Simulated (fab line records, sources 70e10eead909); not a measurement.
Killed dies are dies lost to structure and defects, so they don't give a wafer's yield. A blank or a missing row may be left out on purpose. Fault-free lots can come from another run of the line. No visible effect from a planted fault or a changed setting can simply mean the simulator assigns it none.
fab line records	flow nand_harc
record: lots: 14	wafers: 41	last_day: 33
route steps=1302 shown P_GATE@205 P_CONTACT@230
lots that met no fault: from a run of the same line without faults
start_h: hours from the record's first day to the start of the lot's first wafer shown	wait_h: hours elapsed since this lot's preceding step	" as in the row above	L1.1+2: several wafers, shown together as one row	- no value, or no start given	* or withheld: withheld	< > ~ a bound
route shown NAME@n: NAME is a module with steps in the file, n the number in the route of the first one	usual: average and standard deviation across the fault-free wafers	same: alike in all rows	chamber/n: place in a boat	sites: each site's reading	_std_site: how widely they spread, as a standard deviation	_edge_site: inner sites' mean taken away from outer sites' mean	radius_mm: for every site, how far away it sits from the centre of the wafer	mask NAME#n: copy n	behind: the tool/chamber that last shaped the wafer	hold: cause of the lot's hold/its duration in hours/its outcome	device: which transistor (n, p or np) failed to switch	end of line: tests of these same wafers at the route's end	step lacking rows: just its recipe	killed: count of dies lost to structure and defects at first sort (not the wafer's yield)	map: a wafer's dies, x killed, . not, _ none there
set.NAME: the run value of the setting; set.NAME@STEP: its run value at that earlier step	model.NAME: the simulator's own value behind a step, which no gauge read
a sample of lots followed through the steps of the route, with each step as a table and each wafer as a row
services: the hour from which a tool's chamber was out of use, counted from the record's first day as start_h (under 0 if before that day), plus the number of hours and why
== steps ==
step: NHARC_P_GATE_STRIP_95
recipe: power_w: 1500	temp_c: 250	chemistry: O2
usual: drypump_motor_current_A: 5.2/0.5	heater_power_w: 314/17
lot.wafer	tool	chamber	start_h	wait_h	drypump_motor_current_A	heater_power_w	rf_hours_counter_h
L292.2	plasma_asher-01	1	129.94	0.5	6.1	282	27
L292.5	"	0	"	"	5.1	294	-
L292.6	"	1	"	"	6.1	289	-
L293.2	plasma_asher-02	1	142.92	0.6	5.0	309	14
L293.6	"	1	"	"	5.0	318	-
L293.5	"	0	"	"	4.7	344	-
L294.2	plasma_asher-02	1	150.41	0.5	5.0	321	16
L294.4	"	1	"	"	5.0	317	-
L294.6	"	0	"	"	4.8	348	-
L296.2	plasma_asher-01	1	161.88	0.6	6.1	291	32
L296.1	"	0	"	"	5.1	289	32
L296.3	"	1	"	"	6.1	294	-
L297.1	plasma_asher-02	1	171.73	0.5	5.1	313	20
L297.3	"	0	"	"	4.7	350	-
L297.5	"	0	"	"	4.7	354	-
L298.2	plasma_asher-01	1	189.16	0.5	6.1	307	3
L298.3	"	1	"	"	6.1	308	-
L298.5	"	1	"	"	6.1	308	-
L299.2	plasma_asher-01	0	191.62	0.6	5.0	311	4
L299.1	"	1	"	"	6.1	308	4
L299.5	"	1	"	"	6.1	303	-
L305.2	plasma_asher-01	0	264.66	0.6	5.1	308	20
L305.1	"	1	"	"	6.1	309	20
L306.1	plasma_asher-02	0	271.29	0.5	4.7	327	3
L306.3	"	1	"	"	5.1	311	-
L306.6	"	1	"	"	5.0	305	-
L309.4	plasma_asher-01	1	299.81	0.3	6.1	311	-
L309.6	"	0	"	"	5.1	310	-
L309.5	"	1	"	"	6.1	303	-
L310.2	plasma_asher-02	1	307.62	0.6	5.1	306	10
L310.3	"	1	"	"	5.0	307	-
L310.6	"	1	"	"	5.1	304	-
L311.1	plasma_asher-02	0	329.48	0.5	4.7	333	15
L311.3	"	1	"	"	5.0	299	-
L311.4	"	0	"	"	4.7	320	-
L313.2	plasma_asher-02	1	331.59	0.5	5.1	304	16
L313.4	"	0	"	"	4.8	322	-
L313.3	"	1	"	"	5.1	301	-
L314.2	plasma_asher-02	0	344.03	0.6	4.7	338	18
L314.1	"	1	"	"	5.0	306	18
L314.5	"	0	"	"	4.7	326	-
step: NHARC_P_CONTACT_PEB_10
recipe: peb_temp_c: 100	peb_time_s: 65
usual: plate_temp_C: 99.99/0.12
lot.wafer	tool	chamber	start_h	wait_h	plate_temp_C
L292.2	litho_track-01	0	133.16	0.1	100.13
L292.5	"	0	"	"	100.15
L292.6	"	0	"	"	100.15
L293.2	litho_track-06	0	146.26	0.1	100.04
L293.5	"	0	"	"	100.11
L293.6	"	0	"	"	99.89
L294.2	litho_track-04	0	153.62	0.1	99.98
L294.4	"	0	"	"	99.82
L294.6	"	0	"	"	100.05
L296.1	litho_track-01	0	165.23	0.1	99.77
L296.2	"	0	"	"	99.94
L296.3	"	0	"	"	99.98
L297.1	litho_track-01	0	175.07	0.1	100.07
L297.3	"	0	"	"	99.81
L297.5	"	0	"	"	99.87
L298.2	litho_track-04	0	192.51	0.1	99.83
L298.3	"	0	"	"	99.90
L298.5	"	0	"	"	100.05
L299.1	litho_track-01	0	194.98	0.1	100.00
L299.2	"	0	"	"	100.05
L299.5	"	0	"	"	99.90
L305.1	litho_track-01	0	268.92	0.1	100.74
L305.2	"	0	"	"	100.57
L306.1	litho_track-01	0	274.57	0.1	100.70
L306.3	"	0	"	"	100.83
L306.6	"	0	"	"	100.66
L309.4	litho_track-06	0	303.18	0.0	99.84
L309.5	"	0	"	"	100.00
L309.6	"	0	"	"	99.90
L310.2	litho_track-06	0	311.21	0.1	99.96
L310.3	"	0	"	"	99.87
L310.6	"	0	"	"	100.02
L311.1	litho_track-04	0	332.98	0.1	99.75
L311.3	"	0	"	"	100.07
L311.4	"	0	"	"	99.74
L313.2	litho_track-04	0	334.93	0.1	100.11
L313.3	"	0	"	"	99.96
L313.4	"	0	"	"	100.05
L314.1	litho_track-06	0	347.38	0.1	100.12
L314.2	"	0	"	"	99.85
L314.5	"	0	"	"	99.95
step: NHARC_P_CONTACT_CD_MEAS_19
usual: cd_nm: 89.6/1.9
lot.wafer	tool	chamber	start_h	wait_h	cd_nm
L292.2	cd_sem-02	-	134.29	-	89.1
L292.5	"	-	"	"	90.7
L292.6	"	-	"	"	89.9
L293.2	cd_sem-01	-	147.83	-	88.2
L293.5	"	-	"	"	88.5
L293.6	"	-	"	"	89.6
L294.2	cd_sem-02	-	154.80	-	90.6
L294.4	"	-	"	"	91.2
L294.6	"	-	"	"	93.1
L296.1	cd_sem-02	-	166.37	-	89.4
L296.2	"	-	"	"	92.5
L296.3	"	-	"	"	92.5
L297.1	cd_sem-01	-	176.21	-	89.2
L297.3	"	-	"	"	92.6
L297.5	"	-	"	"	88.5
L298.2	cd_sem-03	-	193.65	-	91.3
L298.3	"	-	"	"	90.4
L298.5	"	-	"	"	90.5
L299.1	cd_sem-03	-	196.26	-	90.7
L299.2	"	-	"	"	89.3
L299.5	"	-	"	"	87.7
L305.1	cd_sem-03	-	270.06	-	94.3
L305.2	"	-	"	"	91.7
L306.1	cd_sem-03	-	275.81	-	93.2
L306.3	"	-	"	"	89.4
L306.6	"	-	"	"	91.0
L309.4	cd_sem-03	-	304.33	-	88.0
L309.5	"	-	"	"	90.7
L309.6	"	-	"	"	89.9
L310.2	cd_sem-02	-	312.34	-	89.8
L310.3	"	-	"	"	87.2
L310.6	"	-	"	"	87.9
L311.1	cd_sem-02	-	334.12	-	89.6
L311.3	"	-	"	"	86.6
L311.4	"	-	"	"	91.4
L313.2	cd_sem-01	-	336.08	-	87.9
L313.3	"	-	"	"	89.0
L313.4	"	-	"	"	85.5
L314.1	cd_sem-03	-	348.52	-	89.7
L314.2	"	-	"	"	90.4
L314.5	"	-	"	"	88.4
step: NHARC_P_CONTACT_CVD_23
recipe: target_thk_a: 2000	temp_c: 300	pressure_torr: 40	wf6_flow_sccm: 40	h2_flow_sccm: 1600	ar_flow_sccm: 1560	time_s: 557	material: W
usual: heater_power_w: 421/38	mfc_wf6_sccm: 40.01/0.11	throttle_valve_pct: 7.86/0.21
same: time_s: 557
lot.wafer	tool	chamber	start_h	wait_h	heater_power_w	mfc_wf6_sccm	throttle_valve_pct
L292.2	cvd_w-01	0	-	-	373	40.00	7.63
L292.6	"	0	"	"	357	40.04	7.38
L292.5	"	1	"	"	472	40.09	7.63
L293.2	cvd_w-01	0	-	-	361	39.90	7.70
L293.5	"	0	"	"	361	39.93	7.78
L293.6	"	1	"	"	447	39.97	7.62
L294.2	cvd_w-02	0	-	-	435	40.02	7.97
L294.4	"	1	"	"	432	40.01	7.91
L294.6	"	0	"	"	442	39.98	8.13
L296.1	cvd_w-01	0	-	-	358	40.01	7.57
L296.2	"	0	"	"	363	39.96	7.47
L296.3	"	0	"	"	360	40.00	7.72
L297.1	cvd_w-02	1	-	-	451	40.23	8.14
L297.3	"	1	"	"	451	40.08	7.88
L297.5	"	1	"	"	446	40.16	8.15
L298.2	cvd_w-02	1	-	-	458	40.01	8.27
L298.3	"	0	"	"	442	39.99	7.93
L298.5	"	1	"	"	454	39.98	8.05
L299.2	cvd_w-02	1	-	-	451	39.90	8.08
L299.1	"	0	"	"	434	39.97	8.04
L299.5	"	1	"	"	438	39.97	8.03
L305.1	cvd_w-01	0	-	-	371	39.77	7.80
L305.2	"	1	"	"	430	40.07	7.51
L306.1	cvd_w-01	0	-	-	368	40.00	7.78
L306.3	"	1	"	"	428	40.10	7.77
L306.6	"	1	"	"	438	40.05	7.61
L309.4	cvd_w-02	1	-	-	468	40.05	8.05
L309.5	"	0	"	"	458	39.86	8.13
L309.6	"	1	"	"	466	39.89	8.11
L310.2	cvd_w-01	1	-	-	419	40.11	8.03
L310.3	"	1	"	"	433	40.13	7.87
L310.6	"	0	"	"	379	39.87	7.95
L311.1	cvd_w-01	1	-	-	434	39.95	7.86
L311.4	"	0	"	"	372	39.97	7.88
L311.3	"	1	"	"	440	39.93	8.09
L313.2	cvd_w-01	1	-	-	432	40.00	7.89
L313.3	"	0	"	"	365	40.23	7.71
L313.4	"	1	"	"	425	40.04	7.77
L314.2	cvd_w-02	0	-	-	455	40.13	7.96
L314.1	"	1	"	"	464	39.91	7.86
L314.5	"	0	"	"	457	39.98	7.79
== services ==
tool	chamber	start_h	hours	kind
plasma_asher-01	-	122.01	4.7	repair
cvd_w-02	0	134.63	14.6	repair
plasma_asher-01	-	151.30	6.9	repair
plasma_asher-02	-	152.27	4.5	repair
litho_track-01	-	155.00	7.0	pm
cvd_w-02	-	155.01	0.5	repair
cvd_w-01	1	164.58	23.4	repair
plasma_asher-01	-	166.17	9.0	pm
cvd_w-02	0	175.96	17.3	repair
litho_track-06	-	179.00	7.0	pm
cvd_w-01	-	185.00	13.0	pm
cvd_w-01	0	185.00	13.0	vent_cycle
cvd_w-01	0	198.00	-	clean
cvd_w-02	0	200.79	74.3	repair
plasma_asher-02	-	249.00	9.0	pm
plasma_asher-02	0	249.00	9.0	vent_cycle
plasma_asher-02	1	249.00	9.0	vent_cycle
plasma_asher-02	0	258.00	-	clean
plasma_asher-02	1	258.00	-	clean
cvd_w-02	-	269.24	13.0	pm
cvd_w-02	1	288.01	1.5	repair
cvd_w-01	-	304.53	0.8	repair
litho_track-01	-	330.00	7.0	pm
plasma_asher-01	-	342.09	1.1	repair
== key ==
first_sign: step: NHARC_P_CONTACT_PEB_10	reading: plate_temp_C	direction: up	sigmas: 5.8	usual: *	struck: *
effect none on later readings
met_at NHARC_P_CONTACT_PEB_10
struck_lots L305,L306
tester_left_out L305,L306
loop_trim: step: NHARC_P_CONTACT_EXPOSE_09	setting: dose	lots: L306
not_acting_at NHARC_P_GATE_STRIP_95,NHARC_P_CONTACT_CD_MEAS_19,NHARC_P_CONTACT_CVD_23
onset_between 194.98 268.92
fault: kind: process_parameter_drift	tool: litho_track-01	chamber: -	onset_h: 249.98	steps: NHARC_P_CONTACT_PEB_10	channel: peb_temp_c	offset: *	shape: step	end_h: 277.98	acts_in: *	stated: *
tester_left_out: of these lots the tester's yield and bins aren't shown, on N5 and GAA mostly nor the transistor test; their killed dies are dies lost to structure and defects alone, not to doping, threshold or leakage, so they don't give the yield
loop_trim: a control loop set the setting to another value than it would have without faults
